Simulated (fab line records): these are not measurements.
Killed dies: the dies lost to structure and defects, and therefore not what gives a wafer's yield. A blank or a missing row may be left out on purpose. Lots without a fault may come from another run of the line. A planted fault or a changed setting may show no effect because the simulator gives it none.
Matching of chambers / flow nand_harc / NHARC_P_M2_CMP_23 on cmp-01 has 4 sister chambers
The step polishes, t overpolish 20 s, target thk 144.3 nm. 27 wafers are shown with their chamber, then 12 later ones without.

== WAFERS WITH THEIR CHAMBER ==
wafer=L074.1; chamber=3; motor_current_A (A)=12.6; time_to_endpoint_s (s)=33; slurry_filter_dp_kPa (kPa)=13.69
wafer=L074.2; chamber=1; motor_current_A (A)=10.0; time_to_endpoint_s (s)=32; slurry_filter_dp_kPa (kPa)=13.51
wafer=L074.6; chamber=2; motor_current_A (A)=11.9; time_to_endpoint_s (s)=33; slurry_filter_dp_kPa (kPa)=13.31
wafer=L078.2; chamber=2; motor_current_A (A)=11.9; time_to_endpoint_s (s)=31; slurry_filter_dp_kPa (kPa)=13.44
wafer=L078.5; chamber=2; motor_current_A (A)=11.2; time_to_endpoint_s (s)=32; slurry_filter_dp_kPa (kPa)=13.44
wafer=L078.6; chamber=1; motor_current_A (A)=10.1; time_to_endpoint_s (s)=31; slurry_filter_dp_kPa (kPa)=13.58
wafer=L079.2; chamber=3; motor_current_A (A)=11.9; time_to_endpoint_s (s)=28; slurry_filter_dp_kPa (kPa)=13.62
wafer=L079.3; chamber=1; motor_current_A (A)=10.4; time_to_endpoint_s (s)=31; slurry_filter_dp_kPa (kPa)=13.51
wafer=L079.4; chamber=2; motor_current_A (A)=11.8; time_to_endpoint_s (s)=29; slurry_filter_dp_kPa (kPa)=13.55
wafer=L081.1; chamber=3; motor_current_A (A)=12.4; time_to_endpoint_s (s)=35; slurry_filter_dp_kPa (kPa)=13.53
wafer=L081.5; chamber=3; motor_current_A (A)=12.6; time_to_endpoint_s (s)=35; slurry_filter_dp_kPa (kPa)=13.73
wafer=L081.6; chamber=0; motor_current_A (A)=13.9; time_to_endpoint_s (s)=31; slurry_filter_dp_kPa (kPa)=13.62
wafer=L082.1; chamber=3; motor_current_A (A)=11.9; time_to_endpoint_s (s)=32; slurry_filter_dp_kPa (kPa)=13.77
wafer=L082.4; chamber=0; motor_current_A (A)=13.7; time_to_endpoint_s (s)=29; slurry_filter_dp_kPa (kPa)=13.52
wafer=L082.5; chamber=0; motor_current_A (A)=13.4; time_to_endpoint_s (s)=29; slurry_filter_dp_kPa (kPa)=13.45
wafer=L085.2; chamber=0; motor_current_A (A)=13.6; time_to_endpoint_s (s)=31; slurry_filter_dp_kPa (kPa)=13.54
wafer=L085.3; chamber=3; motor_current_A (A)=12.4; time_to_endpoint_s (s)=28; slurry_filter_dp_kPa (kPa)=13.50
wafer=L085.5; chamber=1; motor_current_A (A)=9.9; time_to_endpoint_s (s)=31; slurry_filter_dp_kPa (kPa)=13.41
wafer=L086.2; chamber=2; motor_current_A (A)=11.6; time_to_endpoint_s (s)=30; slurry_filter_dp_kPa (kPa)=13.27
wafer=L086.4; chamber=3; motor_current_A (A)=12.3; time_to_endpoint_s (s)=31; slurry_filter_dp_kPa (kPa)=13.44
wafer=L086.5; chamber=2; motor_current_A (A)=11.7; time_to_endpoint_s (s)=32; slurry_filter_dp_kPa (kPa)=13.76
wafer=L088.1; chamber=1; motor_current_A (A)=9.9; time_to_endpoint_s (s)=31; slurry_filter_dp_kPa (kPa)=13.56
wafer=L088.3; chamber=3; motor_current_A (A)=13.2; time_to_endpoint_s (s)=32; slurry_filter_dp_kPa (kPa)=13.64
wafer=L088.4; chamber=0; motor_current_A (A)=13.8; time_to_endpoint_s (s)=29; slurry_filter_dp_kPa (kPa)=13.43
wafer=L093.2; chamber=2; motor_current_A (A)=12.0; time_to_endpoint_s (s)=29; slurry_filter_dp_kPa (kPa)=13.58
wafer=L093.5; chamber=0; motor_current_A (A)=13.4; time_to_endpoint_s (s)=28; slurry_filter_dp_kPa (kPa)=13.51
wafer=L093.6; chamber=1; motor_current_A (A)=10.0; time_to_endpoint_s (s)=31; slurry_filter_dp_kPa (kPa)=13.53

SIGNATURES, as means of the wafers listed above
reading=motor_current_A; chamber 0=13.633; chamber 1=10.050; chamber 2=11.729; chamber 3=12.412; scatter within a chamber=0.299
reading=time_to_endpoint_s; chamber 0=29.50; chamber 1=31.17; chamber 2=30.86; chamber 3=31.75; scatter within a chamber=1.8
reading=slurry_filter_dp_kPa; chamber 0=13.5117; chamber 1=13.5167; chamber 2=13.4786; chamber 3=13.6150; scatter within a chamber=0.115
Rule: a wafer lies at a distance from a chamber equal to the root of the sum of squares, over the readings, of (its reading less the chamber's mean, divided by the reading's scatter). The wafer belongs to the nearest chamber; if the next one is less than 2 further off, it can't be placed. The scatter: take each reading less its chamber's mean, square it, sum over the shown wafers, divide by the number of wafers less the number of chambers, and take the root.

== WAFERS WHOSE CHAMBER IS MISSING ==
wafer=L092.1; motor_current_A (A)=13.6; time_to_endpoint_s (s)=28; slurry_filter_dp_kPa (kPa)=13.58
wafer=L092.3; motor_current_A (A)=9.6; time_to_endpoint_s (s)=33; slurry_filter_dp_kPa (kPa)=13.59
wafer=L092.5; motor_current_A (A)=11.5; time_to_endpoint_s (s)=30; slurry_filter_dp_kPa (kPa)=13.57
wafer=L094.2; motor_current_A (A)=14.5; time_to_endpoint_s (s)=29; slurry_filter_dp_kPa (kPa)=13.50
wafer=L094.3; motor_current_A (A)=9.9; time_to_endpoint_s (s)=33; slurry_filter_dp_kPa (kPa)=13.44
wafer=L094.5; motor_current_A (A)=13.3; time_to_endpoint_s (s)=32; slurry_filter_dp_kPa (kPa)=13.54
wafer=L096.1; motor_current_A (A)=10.1; time_to_endpoint_s (s)=31; slurry_filter_dp_kPa (kPa)=13.46
wafer=L096.4; motor_current_A (A)=11.5; time_to_endpoint_s (s)=32; slurry_filter_dp_kPa (kPa)=13.63
wafer=L096.6; motor_current_A (A)=11.3; time_to_endpoint_s (s)=30; slurry_filter_dp_kPa (kPa)=13.45
wafer=L097.2; motor_current_A (A)=11.9; time_to_endpoint_s (s)=31; slurry_filter_dp_kPa (kPa)=13.42
wafer=L097.3; motor_current_A (A)=11.8; time_to_endpoint_s (s)=32; slurry_filter_dp_kPa (kPa)=13.55
wafer=L097.4; motor_current_A (A)=9.8; time_to_endpoint_s (s)=34; slurry_filter_dp_kPa (kPa)=13.60

== CHAMBER TAKEN BY EACH ==
wafer=L092.1; from the rows above=0; in truth=0
wafer=L092.3; from the rows above=1; in truth=1
wafer=L092.5; from the rows above=2; in truth=2
wafer=L094.2; from the rows above=0; in truth=0
wafer=L094.3; from the rows above=1; in truth=1
wafer=L094.5; from the rows above=can't be placed: 0 or 3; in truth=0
wafer=L096.1; from the rows above=1; in truth=1
wafer=L096.4; from the rows above=can't be placed: 2 or 3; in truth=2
wafer=L096.6; from the rows above=2; in truth=2
wafer=L097.2; from the rows above=can't be placed: 2 or 3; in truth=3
wafer=L097.3; from the rows above=can't be placed: 2 or 3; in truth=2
wafer=L097.4; from the rows above=1; in truth=1
Placed correctly: 8 of 12. Not placeable from these rows: 4 (in 4, the candidates include the true chamber). Placed wrongly: 0.
